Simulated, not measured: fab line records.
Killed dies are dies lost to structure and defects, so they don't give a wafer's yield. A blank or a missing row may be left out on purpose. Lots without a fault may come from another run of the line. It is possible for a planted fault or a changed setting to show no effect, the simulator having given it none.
fab line records -- flow n5_finfet
record: lots: 7, wafers: 21
route steps=1938 shown PASSIVATION@1916
start_h: hours from the record's first day to the start of the lot's first wafer shown -- wait_h: time in hours since the lot's previous step -- " as in the row above -- L1.1+2: one row covering several wafers at once -- - no value present, or no start provided -- * or withheld: withheld -- < > ~ a bound
route shown NAME@n: NAME is a module with steps in the file, n the number in the route of the first one -- usual: mean/standard deviation of fault-free wafers -- same: alike in all rows -- chamber/n: place in a boat -- sites: the reading at each site -- _std_site: the values' standard deviation -- _edge_site: mean of outer sites minus mean of inner sites -- radius_mm: how far each site lies from the wafer's centre -- mask NAME#n: copy n -- behind: the most recent tool/chamber to have shaped the wafer -- hold: cause of the lot's hold/its duration in hours/its outcome -- device: whichever transistor did not switch (one of n, p or np) -- end of line: the route-end tests of the same wafers -- step lacking rows: just its recipe -- killed: count of dies lost to structure and defects at first sort (not the wafer's yield) -- map: dies across one wafer; x = killed, . = not, _ = none there
set.NAME: setting as actually run; set.NAME@STEP: the setting as run at that earlier step -- model.NAME: the simulator's own value behind a step, which no gauge read
lots run with intentionally changed settings; tables by step, rows by wafer
== steps ==
step: N5_PASSIVATION_PECVD_35
recipe: material: SiNx, target_thk_a: 7000, temp_c: 400, precursor: SiH4/NH3/N2, pressure_torr: 4.9, rf_w: 1406, time_s: 151.3
lot.wafer,tool,chamber,start_h,wait_h,set.time_s,model.SiNx_of_PASSIVATION_PECVD_35.thk_nm
L081.2,pecvd-02,0,313.07,0.1,151.3,685
L081.3,pecvd-02,2,313.07,0.1,151.3,675
L081.4,pecvd-02,0,313.07,0.1,151.3,685.4
L082.1,pecvd-01,2,324.68,0.1,151.3,692.8
L082.4,pecvd-01,1,324.68,0.1,151.3,698
L082.5,pecvd-01,2,324.68,0.1,151.3,691.2
L083.1,pecvd-01,1,333.18,0.1,151.3,697.4
L083.4,pecvd-01,1,333.18,0.1,151.3,704
L083.6,pecvd-01,1,333.18,0.1,151.3,696.8
L089.2,pecvd-04,2,368.32,0.1,167.1,778.6
L089.3,pecvd-04,1,368.32,0.1,151.3,686.4
L089.6,pecvd-04,1,368.32,0.1,167.1,770.8
L092.4,pecvd-01,0,392.34,0.1,142.2,668.2
L092.5,pecvd-01,1,392.34,0.1,151.3,697.2
L092.6,pecvd-01,2,392.34,0.1,151.3,708.8
L094.2,pecvd-01,0,401.14,0.1,164.7,758.6
L094.4,pecvd-01,2,401.14,0.1,164.7,767.4
L094.6,pecvd-01,0,401.14,0.1,151.3,705.4
L093.1,pecvd-02,1,414.36,0.1,151.3,700.4
L093.3,pecvd-02,0,414.36,0.1,172.2,802.2
L093.5,pecvd-02,2,414.36,0.1,151.3,708.2
step: N5_PASSIVATION_HMDS_37
recipe: time_s: 60, temp_c: 120
step: N5_PASSIVATION_COAT_38
recipe: spin_rpm: 3000, resist_thk_nm: withheld
step: N5_PASSIVATION_SRD_72
recipe: dry: ipa_marangoni, time_s: 30, temp_c: 23, rinse_liquid: diw
step: N5_PASSIVATION_ANNEAL_56
recipe: temp_c: 400, time_s: 1800, ambient: FGA, idle_temp_c: 300, ramp_up_c_per_min: 5, ramp_down_c_per_min: 3
step: N5_PASSIVATION_PROBE_49
usual: defect_limited_yield: 91.4/1.3, killed_at_M0_to_M3: 34/10, killed_at_M4_up: 14/5.6, killed_at_contacts: 13/5.9, killed_at_front_end: 37/9.9, killed_at_other: 3.5/2.8, killed_dies: 101/15, killed_open: 67/12, killed_short: 32/6.6, sort_bin_5_function: 5.0/0.81, sort_bin_6_memory: 3.2/0.66, sort_bin_8_speed: 0.00/0.007, sort_n_pass: 1079/15, sort_yield_pct: 91.4/1.3
same: gross_dies: 1180, killed_at_back_side: 0, sort_bin_4_leakage[%]: 0
lot.wafer,tool,chamber,start_h,wait_h,set.time_s@PASSIVATION_PECVD_35,defect_limited_yield[%],killed_at_M0_to_M3,killed_at_M4_up,killed_at_contacts,killed_at_front_end,killed_at_other,killed_dies,killed_open,killed_short,sort_bin_5_function[%],sort_bin_6_memory[%],sort_bin_8_speed[%],sort_n_pass,sort_yield_pct[%]
L081.2,prober-01,-,316.69,0.1,151.3,91.9,24,12,12,46,1,95,65,28,4.7,3.1,0.08,1085,91.9
L081.3,prober-01,-,316.74,0.1,151.3,93.1,27,16,10,28,0,81,59,22,4.6,1.9,0,1099,93.1
L081.4,prober-01,-,316.79,0.2,151.3,88.6,34,23,22,50,5,134,86,47,6.7,4.0,0,1046,88.6
L082.1,prober-01,-,328.61,0.0,151.3,74.7,18,252,3,24,1,298,38,19,15.1,8.9,0,882,74.7
L082.4,prober-01,-,328.76,0.2,151.3,75.6,24,234,2,28,0,288,42,23,14.2,8.6,0,892,75.6
L082.5,prober-01,-,328.81,0.2,151.3,75.5,18,222,6,39,4,289,57,22,14.8,8.8,0,891,75.5
L083.1,prober-01,-,336.79,0.0,151.3,92.0,26,13,15,40,0,94,59,35,5.3,2.5,0,1086,92.0
L083.4,prober-01,-,336.94,0.2,151.3,90.3,17,10,17,67,3,114,66,40,6.1,2.5,0,1066,90.3
L083.6,prober-01,-,337.04,0.3,151.3,93.7,27,13,8,24,2,74,52,22,3.6,2.5,0,1106,93.7
L089.2,prober-01,-,371.98,0.1,167.1,35.0,33,21,8,34,671,767,64,32,61.4,3.4,0,413,35.0
L089.3,prober-01,-,372.03,0.1,151.3,90.6,41,14,16,34,6,111,65,44,5.3,3.8,0,1069,90.6
L089.6,prober-01,-,372.18,0.3,167.1,35.4,40,4,6,44,668,762,58,37,61.7,2.5,0,418,35.4
L092.4,prober-01,-,396.00,0.2,142.2,92.5,29,8,15,32,5,89,49,38,4.5,2.5,0,1091,92.5
L092.5,prober-01,-,396.05,0.2,151.3,91.6,34,7,12,38,8,99,58,39,5.0,3.0,0,1081,91.6
L092.6,prober-01,-,396.10,0.3,151.3,92.6,30,8,3,38,8,87,61,24,4.0,3.0,0,1093,92.6
L094.2,prober-02,-,404.77,0.1,164.7,52.8,34,8,9,53,453,557,70,32,43.1,3.3,0,623,52.8
L094.4,prober-02,-,404.87,0.2,164.7,55.2,36,14,8,31,440,529,67,27,41.4,3.3,0,651,55.2
L094.6,prober-02,-,404.97,0.3,151.3,90.9,44,10,13,27,13,107,60,43,5.2,3.7,0,1073,90.9
L093.1,prober-02,-,418.65,0.6,151.3,89.9,29,20,19,47,4,119,81,36,6.0,3.6,0,1061,89.9
L093.3,prober-02,-,418.75,0.7,172.2,3.3,23,287,29,33,769,1141,88,26,92.6,3.9,0,39,3.3
L093.5,prober-02,-,418.85,0.8,151.3,84.4,37,94,13,38,2,184,82,28,8.8,5.8,0,996,84.4
killed by level:class
L081.2 STI_FIN_REVEAL:geometric_particle:open=18 MOL_CONTACT_COAG:geometric_particle:open=10 DUMMY_GATE:geometric_particle:open=6 BEOL_M1:geometric_particle:open=6 BEOL_M0_SAQP:geometric_particle:short=5 BEOL_M4:geometric_particle:open=5 STI_FIN_REVEAL:geometric_particle:short=4 BEOL_M0_SAQP:geometric_particle:open=4
L081.3 BEOL_M4:geometric_particle:open=12 BEOL_M1:geometric_particle:open=11 MOL_CONTACT_COAG:geometric_particle:open=8 BEOL_M1:geometric_particle:short=5 FIN_SAQP:geometric_particle:open=4 FIN_SAQP:geometric_particle:short=4 GATE_CUT:geometric_particle:open=4 BEOL_M2:geometric_particle:open=4
L081.4 FIN_SAQP:geometric_particle:short=19 MOL_CONTACT_COAG:geometric_particle:open=17 FIN_SAQP:geometric_particle:open=12 BEOL_M1:geometric_particle:open=11 BEOL_M4:geometric_particle:open=10 BEOL_M0_SAQP:geometric_particle:open=10 STI_FIN_REVEAL:geometric_particle:open=5 MOL_CONTACT_COAG:geometric_particle:short=5
L082.1 BEOL_M4:area_expose=241 FIN_SAQP:geometric_particle:open=10 GATE_CUT:geometric_particle:short=5 BEOL_M2:geometric_particle:open=5 BEOL_M4:geometric_particle:open=4 STI_FIN_REVEAL:geometric_particle:open=3 MOL_CONTACT_COAG:geometric_particle:open=3 BEOL_M0_SAQP:geometric_particle:short=3
L082.4 BEOL_M4:area_expose=223 FIN_SAQP:geometric_particle:open=9 BEOL_M3:geometric_particle:open=7 BEOL_M0_SAQP:geometric_particle:short=7 FIN_SAQP:geometric_particle:short=6 DUMMY_GATE:geometric_particle:open=5 BEOL_M6:geometric_particle:open=4 BEOL_M0_SAQP:geometric_particle:open=3
L082.5 BEOL_M4:area_expose=209 FIN_SAQP:geometric_particle:open=18 FIN_SAQP:geometric_particle:short=11 BEOL_M5:geometric_particle:open=7 BEOL_M1:geometric_particle:open=5 MOL_CONTACT_COAG:geometric_particle:open=4 BEOL_M0_SAQP:geometric_particle:short=4 STARTING-WAFER:geometric_particle:short=3
L083.1 MOL_CONTACT_COAG:geometric_particle:open=11 FIN_SAQP:geometric_particle:short=8 FIN_SAQP:geometric_particle:open=7 BEOL_M3:geometric_particle:open=7 BEOL_M4:geometric_particle:open=7 STARTING-WAFER:geometric_particle:open=5 GATE_CUT:geometric_particle:short=4 MOL_CONTACT_COAG:geometric_particle:short=4
L083.4 STI_FIN_REVEAL:geometric_particle:open=12 MOL_CONTACT_COAG:geometric_particle:open=12 GATE_CUT:geometric_particle:short=10 DUMMY_GATE:geometric_particle:open=9 HKMG_FIN:area_etch=8 FIN_SAQP:geometric_particle:open=6 STARTING-WAFER:geometric_particle:open=6 MOL_CONTACT_COAG:geometric_particle:short=5
L083.6 BEOL_M1:geometric_particle:open=8 MOL_CONTACT_COAG:geometric_particle:open=7 BEOL_M4:geometric_particle:open=7 BEOL_M2:geometric_particle:open=6 STI_FIN_REVEAL:geometric_particle:open=5 DUMMY_GATE:geometric_particle:open=5 BEOL_M1:geometric_particle:short=5 FIN_SAQP:geometric_particle:open=3
L089.2 PASSIVATION:area_pecvd=671 STI_FIN_REVEAL:geometric_particle:open=11 BEOL_M0_SAQP:geometric_particle:short=11 BEOL_M4:geometric_particle:open=7 MOL_CONTACT_COAG:geometric_particle:open=6 BEOL_M2:geometric_particle:open=6 BEOL_M3:geometric_particle:short=5 BEOL_M8:geometric_particle:open=5
L089.3 MOL_CONTACT_COAG:geometric_particle:open=14 BEOL_M0_SAQP:geometric_particle:short=11 BEOL_M0_SAQP:geometric_particle:open=8 BEOL_M3:geometric_particle:open=8 STI_FIN_REVEAL:geometric_particle:open=7 ILD0:geometric_particle:short=7 FIN_SAQP:geometric_particle:short=5 FIN_SAQP:geometric_particle:open=5
L089.6 PASSIVATION:area_pecvd=667 BEOL_M0_SAQP:geometric_particle:short=12 STI_FIN_REVEAL:geometric_particle:open=12 FIN_SAQP:geometric_particle:short=8 BEOL_M3:geometric_particle:open=7 BEOL_M0_SAQP:geometric_particle:open=7 FIN_SAQP:geometric_particle:open=4 GATE_CUT:geometric_particle:short=4
L092.4 MOL_CONTACT_COAG:geometric_particle:open=12 FIN_SAQP:geometric_particle:short=8 BEOL_M0_SAQP:geometric_particle:short=8 BEOL_M0_SAQP:geometric_particle:open=8 FIN_SAQP:geometric_particle:open=6 BEOL_M1:geometric_particle:open=6 BEOL_M4:geometric_particle:open=5 DUMMY_GATE:geometric_particle:open=3
L092.5 BEOL_M2:geometric_particle:open=11 MOL_CONTACT_COAG:geometric_particle:open=9 FIN_SAQP:geometric_particle:short=8 FIN_SAQP:geometric_particle:open=8 GATE_CUT:geometric_particle:short=7 BEOL_M0_SAQP:geometric_particle:short=6 BEOL_M2:geometric_particle:short=5 GATE_CUT:geometric_particle:open=4
L092.6 DUMMY_GATE:geometric_particle:open=12 BEOL_M2:geometric_particle:open=12 FIN_SAQP:geometric_particle:open=6 GATE_CUT:geometric_particle:open=6 BEOL_M0_SAQP:geometric_particle:short=6 STARTING-WAFER:geometric_particle:short=5 BEOL_M0_SAQP:geometric_particle:open=4 BEOL_M1:geometric_particle:open=4
L094.2 PASSIVATION:area_pecvd=449 STI_FIN_REVEAL:geometric_particle:open=15 FIN_SAQP:geometric_particle:open=11 BEOL_M2:geometric_particle:open=9 GATE_CUT:geometric_particle:short=8 BEOL_M3:geometric_particle:open=7 MOL_CONTACT_COAG:geometric_particle:open=6 BEOL_M3:geometric_particle:short=6
L094.4 PASSIVATION:area_pecvd=434 BEOL_M3:geometric_particle:open=16 MOL_CONTACT_COAG:geometric_particle:open=7 STI_FIN_REVEAL:geometric_particle:open=5 BEOL_M0_SAQP:geometric_particle:short=5 BEOL_M4:geometric_particle:open=5 BEOL_M1:geometric_particle:open=4 STARTING-WAFER:geometric_particle:open=4
L094.6 MOL_CONTACT_COAG:geometric_particle:open=12 BEOL_M0_SAQP:geometric_particle:short=11 BEOL_M3:geometric_particle:open=8 BEOL_M2:geometric_particle:open=7 BEOL_M0_SAQP:geometric_particle:open=6 GATE_CUT:geometric_particle:short=6 STI_FIN_REVEAL:geometric_particle:open=5 SPACER0:geometric_particle:short=5
L093.1 MOL_CONTACT_COAG:geometric_particle:open=15 STI_FIN_REVEAL:geometric_particle:open=14 BEOL_M3:geometric_particle:open=8 BEOL_M0_SAQP:geometric_particle:short=7 FIN_SAQP:geometric_particle:short=5 FIN_SAQP:geometric_particle:open=5 DUMMY_GATE:geometric_particle:open=5 BEOL_M6:geometric_particle:open=5
L093.3 PASSIVATION:area_pecvd=767 BEOL_M9:area_etch=258 MOL_CONTACT_COAG:geometric_particle:open=24 BEOL_M4:geometric_particle:open=16 DUMMY_GATE:geometric_particle:open=9 FIN_SAQP:geometric_particle:open=5 STI_FIN_REVEAL:geometric_particle:open=4 STARTING-WAFER:geometric_particle:short=4
L093.5 BEOL_M4:area_expose=71 STI_FIN_REVEAL:geometric_particle:open=13 MOL_CONTACT_COAG:geometric_particle:open=11 BEOL_M2:geometric_particle:open=10 BEOL_M3:geometric_particle:open=9 BEOL_M0_SAQP:geometric_particle:open=6 BEOL_M4:geometric_particle:open=6 FIN_SAQP:geometric_particle:open=5
== key ==
split: step: N5_PASSIVATION_PECVD_35, setting: time_s, stated: 151.3, by: wafer
response: step: N5_PASSIVATION_PECVD_35, reading: model.SiNx_of_PASSIVATION_PECVD_35.thk_nm, change: +7.22, per: 1%, r: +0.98
response: step: N5_PASSIVATION_PROBE_49, reading: defect_limited_yield, shape: bent, at_lowest: 92.5, at_stated: 87.7, at_highest: 3.3
response: step: N5_PASSIVATION_PROBE_49, reading: killed_at_other, shape: bent, at_lowest: 5, at_stated: 3.8, at_highest: 769
response: step: N5_PASSIVATION_PROBE_49, reading: killed_dies, shape: bent, at_lowest: 89, at_stated: 145, at_highest: 1141
response: step: N5_PASSIVATION_PROBE_49, reading: sort_bin_5_function, shape: bent, at_lowest: 4.5, at_stated: 7.3, at_highest: 92.6
response: step: N5_PASSIVATION_PROBE_49, reading: sort_n_pass, shape: bent, at_lowest: 1091, at_stated: 1035, at_highest: 39
response: step: N5_PASSIVATION_PROBE_49, reading: sort_yield_pct, shape: bent, at_lowest: 92.5, at_stated: 87.7, at_highest: 3.3
